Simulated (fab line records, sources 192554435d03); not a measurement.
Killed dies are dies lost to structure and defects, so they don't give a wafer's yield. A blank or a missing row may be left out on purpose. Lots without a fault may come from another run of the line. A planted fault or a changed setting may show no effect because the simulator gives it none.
Split-lot experiment | flow n5_finfet | 7 lots, 39 wafers read, on a route of 1938 steps

THE SPLIT
At N5_PASSIVATION_DEVELOP_43 (develop time 60 s), the setting develop_time_s was moved away from the recipe's 60 s on 12 of the 39 wafers read, by -56.3% to +45.0%. The other wafers ran this setting at the recipe's value.

FROM THE SPLIT TO THE READING: what the file shows between them, 1 step
- N5_PASSIVATION_HARDBAKE_45: time 120 s

THE READING
cd_nm, in nm, at N5_PASSIVATION_CD_MEAS_44 (target cd 40000 nm). Fault-free wafers of this fab line usually give 39999 nm, standard deviation 3.1 nm.

wafer  | tool, chamber at the split | develop_time_s as run, s | against the recipe | cd_nm, nm | against lot-mates on the recipe
L074.1 | litho_track-04, 0          | 60                       | recipe             | 39995     | -
L074.2 | litho_track-04, 0          | 60                       | recipe             | 39996     | -
L074.3 | litho_track-04, 0          | 60                       | recipe             | 39999     | -
L074.4 | litho_track-04, 0          | 60                       | recipe             | 39998     | -
L074.5 | litho_track-04, 0          | 60                       | recipe             | 39999     | -
L074.6 | litho_track-04, 0          | 60                       | recipe             | 39996     | -
L075.1 | litho_track-01, 0          | 60                       | recipe             | 40003     | -
L075.2 | litho_track-01, 0          | 60                       | recipe             | 40001     | -
L075.3 | litho_track-01, 0          | 60                       | recipe             | 39999     | -
L075.4 | litho_track-01, 0          | 26.21                    | -56.3%             | 39966     | -35
L075.5 | litho_track-01, 0          | 26.21                    | -56.3%             | 39964     | -37
L075.6 | litho_track-01, 0          | 26.21                    | -56.3%             | 39964     | -37
L077.1 | litho_track-05, 0          | 60                       | recipe             | 40004     | -
L077.2 | litho_track-05, 0          | 60                       | recipe             | 40001     | -
L077.3 | litho_track-05, 0          | 60                       | recipe             | 40000     | -
L077.4 | litho_track-05, 0          | 60                       | recipe             | 40001     | -
L077.5 | litho_track-05, 0          | 60                       | recipe             | 40000     | -
L077.6 | litho_track-05, 0          | 60                       | recipe             | 40007     | -
L078.1 | litho_track-04, 0          | 60                       | recipe             | 40000     | -
L078.2 | litho_track-04, 0          | 69.56                    | +15.9%             | 40005     | +5
L078.3 | litho_track-04, 0          | 60                       | recipe             | 40001     | -
L078.4 | litho_track-04, 0          | 69.56                    | +15.9%             | 40001     | +1
L078.5 | litho_track-04, 0          | 69.56                    | +15.9%             | 40007     | +7
L078.6 | litho_track-04, 0          | 60                       | recipe             | 39999     | -
L082.1 | litho_track-05, 0          | 86.98                    | +45.0%             | 40017     | +17
L082.2 | litho_track-05, 0          | 60                       | recipe             | 40000     | -
L082.3 | litho_track-05, 0          | 86.98                    | +45.0%             | 40013     | +13
L082.4 | litho_track-05, 0          | 86.98                    | +45.0%             | 40015     | +15
L082.5 | litho_track-05, 0          | 60                       | recipe             | 39999     | -
L082.6 | litho_track-05, 0          | 60                       | recipe             | 40001     | -
L088.2 | litho_track-01, 0          | 60                       | recipe             | 40000     | -
L088.3 | litho_track-01, 0          | 60                       | recipe             | 39999     | -
L088.4 | litho_track-01, 0          | 60                       | recipe             | 39998     | -
L087.1 | litho_track-01, 0          | 50.62                    | -15.6%             | 39986     | -9
L087.2 | litho_track-01, 0          | 50.62                    | -15.6%             | 39988     | -7
L087.3 | litho_track-01, 0          | 50.62                    | -15.6%             | 39986     | -9
L087.4 | litho_track-01, 0          | 60                       | recipe             | 39997     | -
L087.5 | litho_track-01, 0          | 60                       | recipe             | 39994     | -
L087.6 | litho_track-01, 0          | 60                       | recipe             | 39993     | -

THE FIT
A straight line over all 39 wafers: cd_nm changes by +0.512 nm for each +1% of develop_time_s; r = +0.95; the points scatter about the line by 3.7 nm.
The same after taking each lot's own level away (the mean of its wafers on the recipe; 39 wafers): +0.509 nm for each +1%; r = +0.95; scatter 3.4 nm.
On that fit, the largest move of develop_time_s shifts the reading by 29 nm.
The lots' own levels span 39994.7 to 40002.2 nm, that is 2.4 times the standard deviation above.
So the lot-to-lot level changes the slope little: the two slopes agree.
Check: with one of the wafers moved furthest among these (-56.3%) left out of the fit, the line predicts -28.9 nm for it against its lot-mates. It came out at -35 nm against them.

OTHER SPLITS ON THESE WAFERS
These wafers also went through other splits before the reading. Each is held against what the fit with the lots' levels taken away leaves over:
other split on the same wafers            | wafers away from the commonest value | r with cd_nm (lot level and that fit taken away)
N5_BEOL_M10_TRENCH_ETCH_37 target_depth_a | 6                                    | -0.31
N5_BEOL_M13_ETCH_68 time_s                | 15                                   | -0.03
N5_MIM_BOT_SPUTTER_00 target_thk_a        | 18                                   | -0.16

THE FILE'S OWN FIT
cd_nm changes by +0.511 nm for each +1% of develop_time_s, r = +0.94.
